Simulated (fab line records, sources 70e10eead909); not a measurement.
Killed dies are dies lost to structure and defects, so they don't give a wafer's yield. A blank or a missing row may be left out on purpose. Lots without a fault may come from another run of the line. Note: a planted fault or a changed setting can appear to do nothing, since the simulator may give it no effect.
A lot that was struck, set against a sound lot / flow nand harc / 14 out of 1159 route steps
Sound: the wafers L819.2, L819.5, L819.6. Struck: wafer L817.3 (L817.1, L817.5, from the same lot, were not struck and are left out); the cause is given at the end.
Per side, at each step with rows, come the tool, then ch with its chambers, and then its first start. Under that, the readings that differ: sound wafers / struck wafers / difference of the means / sigmas: that difference in standard deviations of wafers without a fault.
alike: words and numbers the same on both sides, and readings whose means are apart by under 2 such deviations; not compared: readings that were withheld, readings missing a value for some wafer, numbers with overlapping values and no deviation given by the record, and bounds like >300 which may hide the same value.
The two part at a step that has a row with sigmas, a row that says differs or no value, or rows on one side only. Numbers that have no deviation but don't overlap get no sigmas and don't part them. Lack of a reading on every wafer of one side parts them only where that side has two or more wafers.

first, 8 steps without rows for these wafers: NHARC_A_CONTACT_COAT_34 (time 75 s); NHARC_A_CONTACT_COAT_35 (time 65 s); NHARC_A_CONTACT_COAT_36 (resist thk 90 nm); NHARC_A_CONTACT_SOFTBAKE_37 (time 55 s); NHARC_A_CONTACT_EBR_38; NHARC_A_CONTACT_EXPOSE_39 (exposes mask A CC 3); NHARC_A_CONTACT_PEB_40 (peb time 65 s); NHARC_A_CONTACT_DEVELOP_41 (develop time 35 s).
NHARC_A_CONTACT_CD_MEAS_42: the cd target is 200 nm.
  sound on cd sem-02 ch 0, day 20 11:34; struck on cd sem-01 ch 0, day 19 02:34
  alike: cd nm
NHARC_A_CONTACT_OVL_MEAS_43:
  sound: overlay-01 at day 20 11:40; struck: overlay-02 at day 19 02:38
  alike: overlay x nm, overlay y nm
NHARC_A_CONTACT_INSPECT_44:
  sound: defect inspect-01 at day 20 11:42; struck: defect inspect-02 at day 19 02:41
  alike: raw defect count
NHARC_A_CONTACT_DESCUM_47: chemistry O2, time 3 s.
  sound on rie diel-01 ch 0,2,3, day 20 11:47; struck on rie diel-07 ch 1, day 19 02:44
reading=showerhead plenum p Torr (Torr); sound=1.81 1.76 1.94; struck=2.04; difference=+0.20; sigmas=+2
  alike: drypump motor current A, oes product au, rf vpp V, throttle valve pct
  not compared: rf hours counter h
NHARC_A_CONTACT_ETCH_48: etches the open film in CF4, target depth 39 nm, time 65 s.
  sound on rie diel-01 ch 0,1,3, day 20 11:56; struck on rie diel-07 ch 2, day 19 02:50
reading=run length s (s); sound=85.7 86.6 85.5; struck=66.4; difference=-19.5; sigmas=-40
  alike: drypump motor current A, oes product au, rf vpp V, showerhead plenum p Torr, throttle valve pct
  not compared: rf hours counter h
NHARC_A_CONTACT_ETCH_49: etches the open film in N2/H2, target depth 260 nm, time 475.3 s.
  sound: rie diel-01 ch 2,3; struck: rie diel-07 ch 1
reading=rf vpp V (V); sound=427.5 425.7 425.6; struck=433.1; difference=+6.8; sigmas=+2
reading=showerhead plenum p Torr (Torr); sound=1.93 1.87 1.93; struck=2.18; difference=+0.27; sigmas=+3
  alike: drypump motor current A, oes product au, run length s, throttle valve pct
  not compared: rf hours counter h

== WHERE THEY PART ==
Earliest at NHARC_A_CONTACT_DESCUM_47; latest, in this record, at NHARC_A_CONTACT_ETCH_49.

WHY: whatever the simulator had introduced
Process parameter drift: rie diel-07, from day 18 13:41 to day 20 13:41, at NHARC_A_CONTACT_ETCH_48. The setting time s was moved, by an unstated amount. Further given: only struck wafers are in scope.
